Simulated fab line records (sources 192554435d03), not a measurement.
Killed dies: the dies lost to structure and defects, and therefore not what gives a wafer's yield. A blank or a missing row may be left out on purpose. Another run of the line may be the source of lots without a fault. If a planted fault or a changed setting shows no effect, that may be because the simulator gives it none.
Which of the tools did it? / flow n5Finfet / 26 wafers from 9 lots sampled at 6 of the route's 1938 steps

== WHAT THE GAUGES READ, wafer by wafer ==
N5_BEOL_M2_RS_MEAS_58: the measuring method here is four-point-probe. Usual: M2_RS gives 0.682 ohm/sq (standard deviation 0.03).
lot=L831; measured=day 7 21:16; on=filmMetro-01; M2_RS (ohm/sq)=0.718 0.688 0.716; flag=
lot=L834; measured=day 8 07:47; on=filmMetro-02; M2_RS (ohm/sq)=0.690 0.667 0.685; flag=
lot=L837; measured=day 8 16:41; on=filmMetro-01; M2_RS (ohm/sq)=0.656 0.661 0.645; flag=
lot=L838; measured=day 8 22:23; on=filmMetro-02; M2_RS (ohm/sq)=0.705 0.706 0.688; flag=
lot=L841; measured=day 10 11:19; on=filmMetro-02; M2_RS (ohm/sq)=0.699 0.689 0.696; flag=
lot=L845; measured=day 11 15:52; on=filmMetro-02; M2_RS (ohm/sq)=0.713 0.646 0.639; flag=
lot=L847; measured=day 11 20:43; on=filmMetro-02; M2_RS (ohm/sq)=0.733 0.727; flag=
lot=L849; measured=day 12 03:39; on=filmMetro-01; M2_RS (ohm/sq)=0.681 0.695 0.681; flag=
lot=L850; measured=day 12 05:30; on=filmMetro-01; M2_RS (ohm/sq)=0.683 0.658 0.655; flag=

N5_BEOL_M3_OVL_MEAS_12. Usual: M3_OVL gives 0.1 nm (standard deviation 0.63).
lot=L831; measured=day 7 22:15; on=overlay-01; M3_OVL (nm)=-0.5 -0.9 0.0; flag=
lot=L834; measured=day 8 09:27; on=overlay-02; M3_OVL (nm)=0.9 0.7 -0.1; flag=
lot=L837; measured=day 8 18:25; on=overlay-02; M3_OVL (nm)=0.6 -0.6 0.1; flag=
lot=L838; measured=day 9 00:49; on=overlay-02; M3_OVL (nm)=1.1 0.0 0.2; flag=
lot=L841; measured=day 10 12:43; on=overlay-01; M3_OVL (nm)=0.8 -0.4 0.3; flag=
lot=L845; measured=day 11 17:24; on=overlay-01; M3_OVL (nm)=-1.2 -0.9 -0.3; flag=
lot=L847; measured=day 11 23:45; on=overlay-01; M3_OVL (nm)=-0.2 0.7; flag=
lot=L849; measured=day 12 04:33; on=overlay-02; M3_OVL (nm)=-1.1 0.6 -0.3; flag=
lot=L850; measured=day 12 07:07; on=overlay-02; M3_OVL (nm)=0.2 0.5 -0.2; flag=

N5_BEOL_M4_RC_MEAS_101. Usual: DIBL_N 36.0 mV/V, standard deviation 2.2; DIBL_P 36.2 mV/V, standard deviation 2.4; IOFF_N 0.16 nA/um, standard deviation 0.035; IOFF_P 0.21 nA/um, standard deviation 0.037; ION_N 672 uA/um, standard deviation 13; ION_P 461 uA/um, standard deviation 7; SS_N 71.4 mV/dec, standard deviation 0.69; SS_P 73.2 mV/dec, standard deviation 0.75; VT_N 250 mV, standard deviation 3.4; VT_P -251 mV, standard deviation 3.
lot=L831; measured=day 9 13:01; on=prober-01; DIBL_N (mV/V)=33.9 35.4 35.7; DIBL_P (mV/V)=34.2 35.7 36.5; IOFF_N (nA/um)=0.12 0.16 0.17; IOFF_P (nA/um)=0.17 0.19 0.21; ION_N (uA/um)=659 677 694; ION_P (uA/um)=451 457 467; SS_N (mV/dec)=71.3 71.1 70.8; SS_P (mV/dec)=73.7 73.4 73.6; VT_N (mV)=252 250 246; VT_P (mV)=-257 -253 -252; flag=
lot=L834; measured=day 9 15:58; on=prober-01; DIBL_N (mV/V)=37.4 36.3 33.0; DIBL_P (mV/V)=36.8 36.0 32.4; IOFF_N (nA/um)=0.14 0.13 0.09; IOFF_P (nA/um)=0.21 0.20 0.15; ION_N (uA/um)=676 670 649; ION_P (uA/um)=465 468 456; SS_N (mV/dec)=71.4 71.3 70.2; SS_P (mV/dec)=73.0 72.5 72.0; VT_N (mV)=254 252 257; VT_P (mV)=-247 -250 -251; flag=
lot=L837; measured=day 10 19:05; on=prober-01; DIBL_N (mV/V)=35.2 32.3 35.6; DIBL_P (mV/V)=34.8 32.9 36.0; IOFF_N (nA/um)=0.14 0.11 0.14; IOFF_P (nA/um)=0.18 0.16 0.19; ION_N (uA/um)=665 655 667; ION_P (uA/um)=455 454 461; SS_N (mV/dec)=71.1 70.3 71.0; SS_P (mV/dec)=72.2 71.8 72.8; VT_N (mV)=253 254 251; VT_P (mV)=-255 -252 -254; flag=
lot=L838; measured=day 10 19:42; on=prober-02; DIBL_N (mV/V)=34.2 36.7 36.2; DIBL_P (mV/V)=33.5 37.9 36.5; IOFF_N (nA/um)=0.13 0.18 0.16; IOFF_P (nA/um)=0.18 0.24 0.22; ION_N (uA/um)=675 684 683; ION_P (uA/um)=465 471 460; SS_N (mV/dec)=70.3 71.8 70.8; SS_P (mV/dec)=72.5 73.6 73.1; VT_N (mV)=252 246 249; VT_P (mV)=-250 -246 -250; flag=
lot=L841; measured=day 12 00:44; on=prober-02; DIBL_N (mV/V)=34.0 36.6 33.7; DIBL_P (mV/V)=32.1 35.7 32.3; IOFF_N (nA/um)=0.13 0.18 0.12; IOFF_P (nA/um)=0.18 0.24 0.18; ION_N (uA/um)=666 673 665; ION_P (uA/um)=458 470 460; SS_N (mV/dec)=71.1 72.5 70.4; SS_P (mV/dec)=72.2 73.2 72.5; VT_N (mV)=253 246 253; VT_P (mV)=-250 -246 -248; flag=
lot=L845; measured=day 13 14:25; on=prober-02; DIBL_N (mV/V)=35.7 36.6 34.8; DIBL_P (mV/V)=36.3 37.7 36.3; IOFF_N (nA/um)=0.16 0.17 0.15; IOFF_P (nA/um)=0.20 0.22 0.20; ION_N (uA/um)=673 665 669; ION_P (uA/um)=466 464 458; SS_N (mV/dec)=71.7 72.0 71.0; SS_P (mV/dec)=73.6 73.7 73.3; VT_N (mV)=251 251 250; VT_P (mV)=-253 -252 -253; flag=
lot=L847; measured=day 13 15:56; on=prober-02; DIBL_N (mV/V)=34.0 34.9; DIBL_P (mV/V)=34.4 34.8; IOFF_N (nA/um)=0.13 0.14; IOFF_P (nA/um)=0.17 0.18; ION_N (uA/um)=664 663; ION_P (uA/um)=454 455; SS_N (mV/dec)=71.3 72.2; SS_P (mV/dec)=72.1 72.4; VT_N (mV)=252 252; VT_P (mV)=-252 -253; flag=
lot=L849; measured=day 13 16:46; on=prober-01; DIBL_N (mV/V)=40.9 38.3 38.9; DIBL_P (mV/V)=41.1 37.2 38.2; IOFF_N (nA/um)=0.26 0.18 0.20; IOFF_P (nA/um)=0.30 0.23 0.24; ION_N (uA/um)=700 689 691; ION_P (uA/um)=476 466 462; SS_N (mV/dec)=72.6 71.8 71.8; SS_P (mV/dec)=75.2 73.6 74.7; VT_N (mV)=243 249 249; VT_P (mV)=-247 -251 -249; flag=
lot=L850; measured=day 14 10:02; on=prober-02; DIBL_N (mV/V)=35.0 33.6 33.6; DIBL_P (mV/V)=35.2 33.7 34.3; IOFF_N (nA/um)=0.14 0.11 0.12; IOFF_P (nA/um)=0.18 0.16 0.16; ION_N (uA/um)=658 645 649; ION_P (uA/um)=455 447 451; SS_N (mV/dec)=70.9 70.1 70.0; SS_P (mV/dec)=72.9 71.8 71.6; VT_N (mV)=252 254 255; VT_P (mV)=-250 -254 -253; flag=

== WHICH TOOL RAN EACH LOT (tool, then ch and the chambers of the sampled wafers, then the start) ==
lot=L831; N5_BEOL_M3_ETCH_74=rieDiel-01 ch 0,2,3, day 7 22:23; N5_BEOL_M3_COAT_68=lithoTrack-04 ch 0, day 7 22:49; N5_BEOL_M3_ETCH_69=rieDiel-05 ch 0,1,2, day 7 23:16
lot=L834; N5_BEOL_M3_ETCH_74=rieDiel-02 ch 1,3, day 8 10:15; N5_BEOL_M3_COAT_68=lithoTrack-05 ch 0, day 8 10:45; N5_BEOL_M3_ETCH_69=rieDiel-02 ch 0,1,3, day 8 11:20
lot=L837; N5_BEOL_M3_ETCH_74=rieDiel-01 ch 0,1, day 8 18:38; N5_BEOL_M3_COAT_68=lithoTrack-05 ch 0, day 8 19:04; N5_BEOL_M3_ETCH_69=rieDiel-05 ch 0,1,2, day 8 19:31
lot=L838; N5_BEOL_M3_ETCH_74=rieDiel-02 ch 1,2, day 9 00:57; N5_BEOL_M3_COAT_68=lithoTrack-05 ch 0, day 9 01:25; N5_BEOL_M3_ETCH_69=rieDiel-02 ch 0,3, day 9 01:52
lot=L841; N5_BEOL_M3_ETCH_74=rieDiel-05 ch 1,3, day 10 12:50; N5_BEOL_M3_COAT_68=lithoTrack-05 ch 0, day 10 13:16; N5_BEOL_M3_ETCH_69=rieDiel-02 ch 0,1,2, day 10 13:43
lot=L845; N5_BEOL_M3_ETCH_74=rieDiel-01 ch 1,2,3, day 11 17:31; N5_BEOL_M3_COAT_68=lithoTrack-05 ch 0, day 11 17:57; N5_BEOL_M3_ETCH_69=rieDiel-02 ch 0,1,2, day 11 18:25
lot=L847; N5_BEOL_M3_ETCH_74=rieDiel-01 ch 0, day 11 23:53; N5_BEOL_M3_COAT_68=lithoTrack-02 ch 0, day 12 00:29; N5_BEOL_M3_ETCH_69=rieDiel-05 ch 1,3, day 12 01:05
lot=L849; N5_BEOL_M3_ETCH_74=rieDiel-01 ch 0,2, day 12 04:41; N5_BEOL_M3_COAT_68=lithoTrack-02 ch 0, day 12 05:10; N5_BEOL_M3_ETCH_69=rieDiel-02 ch 0,1,2, day 12 05:37
lot=L850; N5_BEOL_M3_ETCH_74=rieDiel-02 ch 1,2, day 12 07:19; N5_BEOL_M3_COAT_68=lithoTrack-02 ch 0, day 12 07:45; N5_BEOL_M3_ETCH_69=rieDiel-01 ch 0,3, day 12 08:23
- N5_BEOL_M3_ETCH_74: etches underlayer in N2/H2, target depth 6.5 nm, time 5.2 s.
- N5_BEOL_M3_COAT_68: time 60 s, resist thk 12 nm.
- N5_BEOL_M3_ETCH_69: etches SiARC in CF4, target depth 15.6 nm, time 26 s.

== WHAT THE TOOLS THEMSELVES READ (means of the sampled wafers that have a number; where no wafer has one, the mark that the record gives instead) ==
N5_BEOL_M3_ETCH_74. Usual: biasW 149.9 W, standard deviation 0.45; drypumpMotorCurrentA 5.9 A, standard deviation 0.32; etchRfOnTimeS 5.19 s, standard deviation 0.11; n2FlowSccm 200.0 sccm, standard deviation 0.57; oesProductAu 0.70 a.u., standard deviation 0.082; rfVppV 525.3 V, standard deviation 2.5; showerheadPlenumPTorr 2.59 Torr, standard deviation 0.072; throttleValvePct 17.89 %, standard deviation 0.24.
lot=L831; tool=rieDiel-01; biasW (W)=149.7; drypumpMotorCurrentA (A)=6.0; etchRfOnTimeS (s)=5.21; n2FlowSccm (sccm)=200.1; oesProductAu (a.u.)=0.69; rfVppV (V)=523.3; showerheadPlenumPTorr (Torr)=2.52; throttleValvePct (%)=17.94; flag=
lot=L834; tool=rieDiel-02; biasW (W)=149.5; drypumpMotorCurrentA (A)=5.9; etchRfOnTimeS (s)=5.11; n2FlowSccm (sccm)=200.1; oesProductAu (a.u.)=0.79; rfVppV (V)=527.5; showerheadPlenumPTorr (Torr)=2.64; throttleValvePct (%)=17.65; flag=
lot=L837; tool=rieDiel-01; biasW (W)=149.7; drypumpMotorCurrentA (A)=6.0; etchRfOnTimeS (s)=5.24; n2FlowSccm (sccm)=199.8; oesProductAu (a.u.)=0.63; rfVppV (V)=525.1; showerheadPlenumPTorr (Torr)=2.61; throttleValvePct (%)=18.28; flag=
lot=L838; tool=rieDiel-02; biasW (W)=150.2; drypumpMotorCurrentA (A)=6.0; etchRfOnTimeS (s)=5.27; n2FlowSccm (sccm)=200.0; oesProductAu (a.u.)=0.65; rfVppV (V)=524.6; showerheadPlenumPTorr (Torr)=2.55; throttleValvePct (%)=17.76; flag=
lot=L841; tool=rieDiel-05; biasW (W)=150.2; drypumpMotorCurrentA (A)=5.9; etchRfOnTimeS (s)=5.20; n2FlowSccm (sccm)=199.7; oesProductAu (a.u.)=0.62; rfVppV (V)=524.0; showerheadPlenumPTorr (Torr)=2.55; throttleValvePct (%)=17.87; flag=
lot=L845; tool=rieDiel-01; biasW (W)=149.8; drypumpMotorCurrentA (A)=5.8; etchRfOnTimeS (s)=5.14; n2FlowSccm (sccm)=200.3; oesProductAu (a.u.)=0.77; rfVppV (V)=526.5; showerheadPlenumPTorr (Torr)=2.62; throttleValvePct (%)=17.75; flag=
lot=L847; tool=rieDiel-01; biasW (W)=149.9; drypumpMotorCurrentA (A)=6.3; etchRfOnTimeS (s)=5.23; n2FlowSccm (sccm)=199.8; oesProductAu (a.u.)=0.70; rfVppV (V)=524.1; showerheadPlenumPTorr (Torr)=2.59; throttleValvePct (%)=18.15; flag=
lot=L849; tool=rieDiel-01; biasW (W)=149.8; drypumpMotorCurrentA (A)=6.1; etchRfOnTimeS (s)=5.11; n2FlowSccm (sccm)=200.2; oesProductAu (a.u.)=0.74; rfVppV (V)=525.4; showerheadPlenumPTorr (Torr)=2.62; throttleValvePct (%)=17.95; flag=
lot=L850; tool=rieDiel-02; biasW (W)=150.2; drypumpMotorCurrentA (A)=5.9; etchRfOnTimeS (s)=5.25; n2FlowSccm (sccm)=200.3; oesProductAu (a.u.)=0.69; rfVppV (V)=524.2; showerheadPlenumPTorr (Torr)=2.57; throttleValvePct (%)=17.73; flag=

N5_BEOL_M3_COAT_68. Usual: heaterPowerTotalW 427.7 W, standard deviation 2.1; spinSpeedRpm 1499.9 rpm, standard deviation 0.87.
lot=L831; tool=lithoTrack-04; heaterPowerTotalW (W)=426.8; spinSpeedRpm (rpm)=1500.9; flag=
lot=L834; tool=lithoTrack-05; heaterPowerTotalW (W)=430.7; spinSpeedRpm (rpm)=1499.3; flag=
lot=L837; tool=lithoTrack-05; heaterPowerTotalW (W)=426.2; spinSpeedRpm (rpm)=1500.9; flag=
lot=L838; tool=lithoTrack-05; heaterPowerTotalW (W)=427.6; spinSpeedRpm (rpm)=1499.8; flag=
lot=L841; tool=lithoTrack-05; heaterPowerTotalW (W)=428.3; spinSpeedRpm (rpm)=1755.1; flag=OFF
lot=L845; tool=lithoTrack-05; heaterPowerTotalW (W)=427.2; spinSpeedRpm (rpm)=1755.3; flag=OFF
lot=L847; tool=lithoTrack-02; heaterPowerTotalW (W)=429.0; spinSpeedRpm (rpm)=1500.8; flag=
lot=L849; tool=lithoTrack-02; heaterPowerTotalW (W)=424.3; spinSpeedRpm (rpm)=1500.4; flag=
lot=L850; tool=lithoTrack-02; heaterPowerTotalW (W)=427.6; spinSpeedRpm (rpm)=1499.4; flag=

N5_BEOL_M3_ETCH_69. Usual: for biasW, 35.98 W with a standard deviation of 0.11; for drypumpMotorCurrentA, 5.9 A with a standard deviation of 0.35; for etchRfOnTimeS, 26.1 s with a standard deviation of 0.55; for oesProductAu, 0.69 a.u. with a standard deviation of 0.08; for rfVppV, 184.6 V with a standard deviation of 1.1; for showerheadPlenumPTorr, 2.18 Torr with a standard deviation of 0.054; for throttleValvePct, 15.67 % with a standard deviation of 0.22.
lot=L831; tool=rieDiel-05; biasW (W)=36.04; drypumpMotorCurrentA (A)=5.7; etchRfOnTimeS (s)=26.4; oesProductAu (a.u.)=0.63; rfVppV (V)=183.4; showerheadPlenumPTorr (Torr)=2.14; throttleValvePct (%)=15.68; flag=
lot=L834; tool=rieDiel-02; biasW (W)=36.01; drypumpMotorCurrentA (A)=5.8; etchRfOnTimeS (s)=25.8; oesProductAu (a.u.)=0.74; rfVppV (V)=185.9; showerheadPlenumPTorr (Torr)=2.23; throttleValvePct (%)=15.58; flag=
lot=L837; tool=rieDiel-05; biasW (W)=35.96; drypumpMotorCurrentA (A)=5.7; etchRfOnTimeS (s)=26.0; oesProductAu (a.u.)=0.63; rfVppV (V)=184.4; showerheadPlenumPTorr (Torr)=2.14; throttleValvePct (%)=15.69; flag=
lot=L838; tool=rieDiel-02; biasW (W)=35.88; drypumpMotorCurrentA (A)=5.8; etchRfOnTimeS (s)=26.0; oesProductAu (a.u.)=0.69; rfVppV (V)=185.4; showerheadPlenumPTorr (Torr)=2.23; throttleValvePct (%)=15.82; flag=
lot=L841; tool=rieDiel-02; biasW (W)=35.96; drypumpMotorCurrentA (A)=5.8; etchRfOnTimeS (s)=24.5; oesProductAu (a.u.)=0.65; rfVppV (V)=184.0; showerheadPlenumPTorr (Torr)=2.18; throttleValvePct (%)=15.68; flag=
lot=L845; tool=rieDiel-02; biasW (W)=35.98; drypumpMotorCurrentA (A)=5.8; etchRfOnTimeS (s)=24.3; oesProductAu (a.u.)=0.65; rfVppV (V)=183.7; showerheadPlenumPTorr (Torr)=2.17; throttleValvePct (%)=15.70; flag=OFF
lot=L847; tool=rieDiel-05; biasW (W)=35.94; drypumpMotorCurrentA (A)=5.9; etchRfOnTimeS (s)=26.1; oesProductAu (a.u.)=0.74; rfVppV (V)=184.7; showerheadPlenumPTorr (Torr)=2.16; throttleValvePct (%)=15.55; flag=
lot=L849; tool=rieDiel-02; biasW (W)=35.86; drypumpMotorCurrentA (A)=5.8; etchRfOnTimeS (s)=26.5; oesProductAu (a.u.)=0.64; rfVppV (V)=184.0; showerheadPlenumPTorr (Torr)=2.17; throttleValvePct (%)=15.72; flag=
lot=L850; tool=rieDiel-01; biasW (W)=35.98; drypumpMotorCurrentA (A)=6.1; etchRfOnTimeS (s)=25.7; oesProductAu (a.u.)=0.71; rfVppV (V)=183.4; showerheadPlenumPTorr (Torr)=2.17; throttleValvePct (%)=15.81; flag=

== THE ANSWER, worked out from the rows above alone ==
Rule: a lot is off if the mean of its wafers that have a number lies more than 3 standard deviations from the usual mean. A lot without any number at a reading at which 4 lots or more have one is off too. Where the step has rows for the other lots, those lots are counted as sound. Order of review: gauges by route order, followed by the tools' own readings, for which a lot's mean as printed above is used. At the first step where some lot is off, the reading lying furthest off is the one used; lots without a number count as furthest.
Off: L841, L845, at N5_BEOL_M3_COAT_68 (spinSpeedRpm).
If a tool, at that step or one of the process steps before it, ran each lot that is off and ran no sound lot following the first of them, it fits. One fits: lithoTrack-05 at N5_BEOL_M3_COAT_68. A fault onset in the window from L838 (day 9 01:25, its last sound lot) to L841 (day 10 13:16, its first lot off) fits.
On the lots that are off, the tool's own readings at N5_BEOL_M3_COAT_68 differ by more than 5 times the standard deviation of the sound lots' means, which bears it out; spinSpeedRpm reads 1755.2 rpm there versus 1500.2 rpm on the sound lots.

== WHAT THE SIMULATOR HAD INSERTED ==
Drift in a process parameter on lithoTrack-05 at N5_BEOL_M3_COAT_68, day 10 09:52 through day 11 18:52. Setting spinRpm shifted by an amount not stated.
Lots struck among those shown: L841, L845. The rule above reached the same finding.
